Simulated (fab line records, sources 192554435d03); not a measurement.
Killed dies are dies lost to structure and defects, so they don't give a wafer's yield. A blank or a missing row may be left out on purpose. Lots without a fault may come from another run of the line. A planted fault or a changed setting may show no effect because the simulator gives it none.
Problem report in the 8D (eight disciplines) form, filled by code | flow n5_finfet | the parts of the form that need people (team, actions taken, sign-off) are left out

1. THE PROBLEM
raw_defect_count at N5_BEOL_M8_INSPECT_58 reads a mean of 1171 on 6 wafers of 2 lots; wafers without a fault read 74 with a standard deviation of 25. That is +44 standard deviations from the usual mean.
The step: inspects for defects (darkfield).
First seen on wafer L350.2, day 11 15:44, on defect_inspect-01. The record holds 27 wafers of 9 lots with a number at this step. Rule for "out", or "out of limits": more than 4 standard deviations from the usual mean. The other wafers with a number count as sound.

2. WHAT IT IS AND WHAT IT IS NOT
question                    | is                                   | is not
which readings at this step | raw_defect_count                     | -
which lots                  | L349, L350                           | L345, L358, L359, L361, L363, L364, L365
which wafers of those lots  | all that have a number               | -
read on which gauges        | defect_inspect-01, defect_inspect-02 | -
when                        | from day 11 15:44                    | up to then (3 sound wafers); but 18 sound wafers of L358, L359, L361, L363, L364, L365 came after

3. SUSPECTS, AND WHAT RULES EACH OUT
Counting: a tool at a process step up to the reading stays a suspect if it ran every lot that is out and no sound lot after the first of them.
- the gauge at N5_BEOL_M8_INSPECT_58: ruled out. The wafers that are out were read on 2 gauges (defect_inspect-01, defect_inspect-02).
- cmp-03 at N5_BEOL_M8_CMP_52 (polishes, stops on SiCOH lowk, t overpolish 6.9 s, target thk 80 nm): ruled out as a lasting fault. Sound lots L363, L365 ran on it after its first lot that is out, L350 (day 11 15:17).
Left after counting: nothing in the record.

4. THE CAUSE (what the simulator had put in)
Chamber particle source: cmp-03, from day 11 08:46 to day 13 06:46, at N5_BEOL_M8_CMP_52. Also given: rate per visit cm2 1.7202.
Counting ruled it out, wrongly: the rule takes a fault to strike every lot that its tool runs from its start on, and this one did not.

5. THE CHAIN OF EFFECTS, in route order
Each row: a reading whose mean over the struck wafers that have a number lies more than 3 standard deviations from the usual. Only readings for which the record gives a usual standard deviation are gone through. hours: the time from each lot's start at the first step in this table that gives one to its start at this step, as a median over the lots. sigmas: the change in usual standard deviations.
hours | step                    | reading              | usual  | on struck wafers | change | sigmas
0     | N5_BEOL_M8_INSPECT_58   | raw_defect_count     | 74     | 1171             | +1097  | +44
2     | N5_BEOL_M9_INSPECT_13   | raw_defect_count     | 419    | 1461             | +1042  | +13
4     | N5_BEOL_M9_INSPECT_30   | raw_defect_count     | 422    | 1446             | +1024  | +11
68    | N5_PASSIVATION_PROBE_49 | defect_limited_yield | 91.6 % | 35.6             | -56.0  | -40
68    | N5_PASSIVATION_PROBE_49 | killed_at_M4_up      | 13     | 691              | +678   | +99 or more
68    | N5_PASSIVATION_PROBE_49 | killed_dies          | 99     | 760              | +661   | +41
68    | N5_PASSIVATION_PROBE_49 | killed_on_rim        | 13     | 99               | +86    | +22
68    | N5_PASSIVATION_PROBE_49 | sort_bin_5_function  | 4.9 %  | 43.0             | +38.1  | +42
68    | N5_PASSIVATION_PROBE_49 | sort_bin_6_memory    | 3.2 %  | 16.4             | +13.2  | +20
68    | N5_PASSIVATION_PROBE_49 | sort_n_pass          | 1081   | 420              | -661   | -41
68    | N5_PASSIVATION_PROBE_49 | sort_yield_pct       | 91.6 % | 35.6             | -56.0  | -40
The process steps in it:
- N5_PASSIVATION_PROBE_49

6. WHAT WOULD HAVE CAUGHT IT SOONER
In this record the first reading out of limits at a measuring or inspecting step was taken at day 11 15:44, 7 hours after the fault began at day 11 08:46.
Of the tool readings at N5_BEOL_M8_CMP_52 for which the record gives a usual standard deviation, none was out on any struck wafer, so an alarm limit of 4 standard deviations on them would not have fired.
